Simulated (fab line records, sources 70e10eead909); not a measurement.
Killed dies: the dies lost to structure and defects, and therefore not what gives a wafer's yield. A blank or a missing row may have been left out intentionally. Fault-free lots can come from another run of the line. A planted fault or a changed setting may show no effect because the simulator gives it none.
fab line records | flow nand-harc
record: lots: 6 wafers: 18 last-day: 33
route steps=1302 shown A_SOURCE_PLATE@416 A_ONON_D1@424
lots with no fault: from the same line, run without faults
start-h: hours from the record's first day to the start of the lot's first wafer shown | wait-h: hours from the lot's prior step to this one | " identical to the entry in the row above | L1.1+2: several wafers, shown together as one row | - no value, or no start given | * or withheld: withheld | < > ~ a bound
route shown NAME@n: names a module that has steps shown in the file, with the first one's number in the route | usual: mean/standard deviation of fault-free wafers | same: alike in all rows | chamber/n: place in a boat | sites: each site's reading | _std_site: standard deviation across them | _edge_site: outer sites' mean less inner sites' | radius-mm: for every site, how far away it sits from the centre of the wafer | mask NAME#n: copy n | behind: the last tool/chamber to shape the wafer | hold: cause of the lot's hold/its duration in hours/its outcome | device: transistor that didn't switch, given as n, p or np | end of line: tests run on the same wafers once the route is complete | a step given without rows: its recipe and nothing more | killed: count of dies lost to structure and defects at first sort (not the wafer's yield) | map: shows each die of a wafer: x if killed, . if not, _ if none is there
set.NAME: the setting that was run; set.NAME@STEP: the one run at that earlier step | model.NAME: the simulator's own value behind a step, which no gauge read
lots at some steps of the route; a table a step, a row a wafer
services: when a tool's chamber went out of use (start-h, in hours from the record's first day, below 0 if earlier), for how many hours, and the reason
== steps ==
step: NHARC_A_SOURCE_PLATE_THK_MEAS_09
recipe: thk-meas-gauge: ellipsometry
usual: thk-nm: 9.6/0.95
columns lot.wafer tool chamber start-h wait-h thk-nm
L858.1 film-metro-02 - 169.11 0.4 9.0
L858.2 " - " " 9.4
L858.4 " - " " 9.8
L867.1 film-metro-02 - 257.06 0.4 9.7
L867.5 " - " " 9.4
L867.6 " - " " 9.4
L869.1 film-metro-02 - 272.36 0.4 8.7
L869.5 " - " " 8.0
L869.6 " - " " 9.7
L873.2 film-metro-01 - 320.98 0.4 8.6
L873.5 " - " " 9.2
L873.6 " - " " 10.8
L875.2 film-metro-02 - 343.72 0.4 9.5
L875.4 " - " " 9.9
L875.6 " - " " 7.8
L878.1 film-metro-01 - 366.90 0.4 8.8
L878.2 " - " " 9.5
L878.6 " - " " 8.4
step: NHARC_A_SOURCE_PLATE_PVD_04
recipe: target-thk-a: 500 material: WSi2
step: NHARC_A_SOURCE_PLATE_CVD_03
recipe: target-thk-a: 2000 temp-c: 620 pressure-mtorr: 200 time-s: 4000 material: poly-Si
step: NHARC_A_SOURCE_PLATE_ANNEAL_05
recipe: temp-c: 850 time-s: 1800
step: NHARC_A_SOURCE_PLATE_THK_MEAS_06
recipe: thk-meas-gauge: ellipsometry
usual: thk-nm: 200.2/2
columns lot.wafer tool chamber start-h wait-h thk-nm
L858.1 film-metro-02 - 181.64 0.4 201.0
L858.2 " - " " 201.4
L858.4 " - " " 200.6
L867.1 film-metro-02 - 270.50 0.4 199.6
L867.5 " - " " 200.5
L867.6 " - " " 195.7
L869.1 film-metro-01 - 285.16 0.4 199.1
L869.5 " - " " 199.8
L869.6 " - " " 199.6
L873.2 film-metro-01 - 333.45 0.4 203.7
L873.5 " - " " 202.0
L873.6 " - " " 200.6
L875.2 film-metro-01 - 356.67 0.4 199.4
L875.4 " - " " 198.7
L875.6 " - " " 198.7
L878.1 film-metro-01 - 379.49 0.4 195.8
L878.2 " - " " 199.1
L878.6 " - " " 197.0
step: NHARC_A_SOURCE_PLATE_INSPECT_08
usual: raw-defect-count: 64/33
columns lot.wafer tool chamber start-h wait-h raw-defect-count
L858.1 defect-inspect-02 - 181.70 0.0 42
L858.2 " - " " 40
L858.4 " - " " 28
L867.1 defect-inspect-01 - 270.60 0.0 78
L867.5 " - " " 44
L867.6 " - " " 33
L869.1 defect-inspect-01 - 285.22 0.0 70
L869.5 " - " " 94
L869.6 " - " " 66
L873.2 defect-inspect-01 - 333.53 0.0 51
L873.5 " - " " 41
L873.6 " - " " 28
L875.2 defect-inspect-01 - 356.74 0.0 136
L875.4 " - " " 118
L875.6 " - " " 145
L878.1 defect-inspect-02 - 379.56 0.0 74
L878.2 " - " " 48
L878.6 " - " " 41
step: NHARC_A_ONON_D1_DEP_00
recipe: target-thk-a: 10000 n2-flow-sccm: 2750 n2o-flow-sccm: 2000 nh3-flow-sccm: 500 sih4-flow-sccm: 210 temp-c: 400
step: NHARC_A_ONON_D1_THK_MEAS_02
recipe: thk-meas-gauge: ellipsometry
usual: thk-nm: 1001/8.9
columns lot.wafer tool chamber start-h wait-h thk-nm
L858.1 film-metro-01 - 182.28 - 999
L858.2 " - " " 996
L858.4 " - " " 998
L867.1 film-metro-02 - 271.18 - 1007
L867.5 " - " " 1007
L867.6 " - " " 1005
L869.1 film-metro-02 - 285.80 - 1005
L869.5 " - " " 1003
L869.6 " - " " 1004
L873.2 film-metro-01 - 334.11 - 1009
L873.5 " - " " 1008
L873.6 " - " " 1008
L875.2 film-metro-01 - 357.33 - 1001
L875.4 " - " " 1003
L875.6 " - " " 1001
L878.1 film-metro-01 - 380.13 - 979
L878.2 " - " " 977
L878.6 " - " " 979
step: NHARC_A_ONON_D1_DEP_03
recipe: target-thk-a: 10000 n2-flow-sccm: 2750 n2o-flow-sccm: 2000 nh3-flow-sccm: 500 sih4-flow-sccm: 210 temp-c: 400
step: NHARC_A_ONON_D1_THK_MEAS_05
recipe: thk-meas-gauge: ellipsometry
usual: thk-nm: 1000/11
columns lot.wafer tool chamber start-h wait-h thk-nm
L858.1 film-metro-01 - 182.85 - 992
L858.2 " - " " 992
L858.4 " - " " 993
L867.1 film-metro-01 - 271.75 - 1003
L867.5 " - " " 1003
L867.6 " - " " 1004
L869.1 film-metro-02 - 286.37 - 1008
L869.5 " - " " 1008
L869.6 " - " " 1007
L873.2 film-metro-02 - 334.68 - 997
L873.5 " - " " 994
L873.6 " - " " 995
L875.2 film-metro-01 - 357.89 - 1007
L875.4 " - " " 1006
L875.6 " - " " 1006
L878.1 film-metro-01 - 380.70 - 999
L878.2 " - " " 999
L878.6 " - " " 1001
step: NHARC_A_ONON_D1_DEP_06
recipe: target-thk-a: 10000 n2-flow-sccm: 2750 n2o-flow-sccm: 2000 nh3-flow-sccm: 500 sih4-flow-sccm: 210 temp-c: 400
usual: nh3-flow-sccm: 499.9/1.4
columns lot.wafer tool chamber start-h wait-h nh3-flow-sccm
L858.1 pecvd-onon-03 0 182.91 0.1 499.1
L858.2 " 0 " " 498.0
L858.4 " 0 " " 499.3
L867.1 pecvd-onon-04 0 271.81 0.1 497.3
L867.5 " 0 " " 500.7
L867.6 " 0 " " 499.2
L869.1 pecvd-onon-04 0 286.43 0.1 501.5
L869.5 " 0 " " 500.5
L869.6 " 0 " " 499.6
L873.2 pecvd-onon-03 0 334.79 0.1 500.1
L873.5 " 0 " " 499.5
L873.6 " 0 " " 499.1
L875.2 pecvd-onon-02 0 358.01 0.1 500.9
L875.4 " 0 " " 500.4
L875.6 " 0 " " 499.6
L878.1 pecvd-onon-04 0 380.75 0.1 499.9
L878.2 " 0 " " 500.1
L878.6 " 0 " " 498.9
step: NHARC_A_ONON_D1_THK_MEAS_08
recipe: thk-meas-gauge: ellipsometry
usual: thk-nm: 1001/6.4
columns lot.wafer tool chamber start-h wait-h thk-nm
L858.1 film-metro-01 - 183.42 - 999
L858.2 " - " " 1000
L858.4 " - " " 1001
L867.1 film-metro-01 - 272.32 - 755
L867.5 " - " " 756
L867.6 " - " " 1006
L869.1 film-metro-01 - 286.94 - 753
L869.5 " - " " 751
L869.6 " - " " 1001
L873.2 film-metro-02 - 335.25 - 995
L873.5 " - " " 996
L873.6 " - " " 994
L875.2 film-metro-01 - 358.46 - 1007
L875.4 " - " " 1005
L875.6 " - " " 1005
L878.1 film-metro-01 - 381.26 - 999
L878.2 " - " " 1000
L878.6 " - " " 1001
step: NHARC_A_ONON_D1_DEP_09
recipe: target-thk-a: 10000 n2-flow-sccm: 2750 n2o-flow-sccm: 2000 nh3-flow-sccm: 500 sih4-flow-sccm: 210 temp-c: 400
== services ==
columns tool chamber start-h hours kind
pecvd-onon-02 - 185.00 13.0 pm
pecvd-onon-03 - 227.25 13.0 pm
pecvd-onon-04 - 311.04 13.0 pm
pecvd-onon-02 - 366.00 13.0 pm
== key ==
first-sign: step: NHARC_A_ONON_D1_THK_MEAS_08 reading: thk-nm direction: down sigmas: 39 usual: 1001 struck: 754
effect none on later readings
met-at NHARC_A_ONON_D1_DEP_06
struck-wafers L867.1,L867.5,L869.1,L869.5
tester-left-out L867,L869
fault: kind: process-parameter-drift tool: pecvd-onon-04 chamber: - onset-h: 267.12 steps: NHARC_A_ONON_D1_DEP_06 channel: target-thk-a offset: * shape: step end-h: 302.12 scope: struck-wafers-only acts-in: * stated: *
tester-left-out: of these lots the tester's yield and bins aren't shown, on N5 and GAA mostly nor the transistor test; their killed dies are dies lost to structure and defects alone, not to doping, threshold or leakage, so they don't give the yield
